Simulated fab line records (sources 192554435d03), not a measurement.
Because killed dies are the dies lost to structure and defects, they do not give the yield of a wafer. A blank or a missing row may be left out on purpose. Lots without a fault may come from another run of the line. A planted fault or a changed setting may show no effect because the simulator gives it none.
Chamber matching + flow n5Finfet + 3 sister chambers for N5_BEOL_M7_ILD_DEP_00 on pecvd-03
The step deposits SiCOH lowk from DEMS/porogen, target thk 179.75 nm, time 33.4 s. 14 wafers are shown with their chamber, then 7 later ones without.

## EACH WAFER AND ITS CHAMBER
| wafer  | chamber | throttleValvePct (%) | showerheadPlenumPTorr (Torr) | heaterPowerW (W) |
|--------|---------|----------------------|------------------------------|------------------|
| L078.4 | 0       | 14.3                 | 5.764                        | 355              |
| L078.5 | 1       | 12.9                 | 5.732                        | 277              |
| L078.6 | 2       | 12.8                 | 5.739                        | 313              |
| L080.2 | 2       | 13.1                 | 5.729                        | 342              |
| L080.3 | 0       | 14.5                 | 5.763                        | 377              |
| L080.5 | 1       | 13.0                 | 5.728                        | 253              |
| L082.1 | 1       | 13.2                 | 5.734                        | 313              |
| L082.4 | 1       | 12.9                 | 5.717                        | 301              |
| L082.6 | 2       | 13.3                 | 5.756                        | 294              |
| L084.2 | 0       | 14.6                 | 5.756                        | 366              |
| L084.5 | 1       | 12.8                 | 5.726                        | 294              |
| L084.6 | 2       | 13.3                 | 5.742                        | 278              |
| L085.3 | 1       | 13.2                 | 5.729                        | 251              |
| L085.4 | 0       | 14.2                 | 5.764                        | 357              |

SIGNATURES, as means of the wafers listed above
| reading               | chamber 0 | chamber 1 | chamber 2 | scatter within a chamber |
|-----------------------|-----------|-----------|-----------|--------------------------|
| throttleValvePct      | 14.400    | 13.000    | 13.125    | 0.192                    |
| showerheadPlenumPTorr | 5.76175   | 5.72767   | 5.74150   | 0.00736                  |
| heaterPowerW          | 363.75    | 281.50    | 306.75    | 23.1                     |
Rule: distance of a wafer from a chamber = root of the sum over the readings of ((wafer's reading minus chamber's mean) / reading's scatter) squared. The wafer belongs to the nearest chamber; if the next one is less than 2 further off, it can't be placed. How the scatter is found: for the shown wafers, subtract from each reading the mean of its chamber, square and add these, divide the total by (wafers less chambers), then take the root.

## WAFERS WITHOUT THEIR CHAMBER
| wafer  | throttleValvePct (%) | showerheadPlenumPTorr (Torr) | heaterPowerW (W) |
|--------|----------------------|------------------------------|------------------|
| L085.6 | 13.1                 | 5.720                        | 262              |
| L092.2 | 13.3                 | 5.733                        | 336              |
| L092.3 | 13.2                 | 5.718                        | 287              |
| L092.6 | 13.1                 | 5.724                        | 291              |
| L096.2 | 13.1                 | 5.710                        | 292              |
| L096.5 | 13.2                 | 5.739                        | 349              |
| L096.6 | 12.9                 | 5.723                        | 290              |

## EACH ONE'S CHAMBER
| wafer  | from the rows above     | in truth |
|--------|-------------------------|----------|
| L085.6 | 1                       | 1        |
| L092.2 | can't be placed: 2 or 1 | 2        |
| L092.3 | can't be placed: 1 or 2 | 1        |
| L092.6 | can't be placed: 1 or 2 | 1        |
| L096.2 | can't be placed: 1 or 2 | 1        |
| L096.5 | can't be placed: 2 or 1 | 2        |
| L096.6 | can't be placed: 1 or 2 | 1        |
Correctly placed: 1 of 7. Can't be placed from these rows: 6 (the true chamber is among the candidates in 6). Placed wrongly: 0.
